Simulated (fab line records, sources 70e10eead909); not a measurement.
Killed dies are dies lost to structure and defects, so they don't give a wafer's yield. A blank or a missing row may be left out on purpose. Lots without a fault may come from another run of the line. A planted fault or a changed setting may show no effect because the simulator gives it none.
Chamber matching | flow nand_harc | NHARC_P_CONTACT_ALD_22 on ald_metal-04: 4 sister chambers
The step deposits TiN, target thk 3 nm, pulse time 1 s, ald cycles 150. 4 wafers are shown with their chamber, then 7 later ones without.

WAFERS WITH THEIR CHAMBER
wafer  | chamber | heater_power_w (W)
L088.3 | 3       | 984
L088.6 | 0       | 1030
L089.3 | 2       | 1032
L089.4 | 1       | 1209

WAFERS WITHOUT THEIR CHAMBER
wafer  | heater_power_w (W)
L089.6 | 996
L094.1 | 1072
L094.2 | 1198
L094.3 | 1065
L095.4 | 1039
L095.5 | 1069
L095.6 | 1037

WHICH CHAMBER EACH WENT THROUGH
wafer  | from the rows above          | in truth
L089.6 | can't be placed: 3 or 0 or 2 | 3
L094.1 | can't be placed: 2 or 0 or 3 | 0
L094.2 | 1                            | 1
L094.3 | can't be placed: 2 or 0 or 3 | 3
L095.4 | can't be placed: 2 or 0 or 3 | 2
L095.5 | can't be placed: 2 or 0 or 3 | 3
L095.6 | can't be placed: 2 or 0 or 3 | 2
Placed correctly: 1 of 7. Can't be placed from these rows: 6 (the true chamber is among the candidates in 6). Placed wrongly: 0.
How it was worked out, from the rows above alone: a wafer's distance from a chamber is the root of the sum, over the readings, of the square of ((its reading less the chamber's mean) divided by the reading's scatter). The wafer belongs to the nearest chamber; if the next one is less than 2 further off, it can't be placed. A chamber's mean is the mean of its shown wafers. The scatter: with one shown wafer a chamber, the root of the mean of the squares of how far each hidden wafer lies from its nearest shown one.
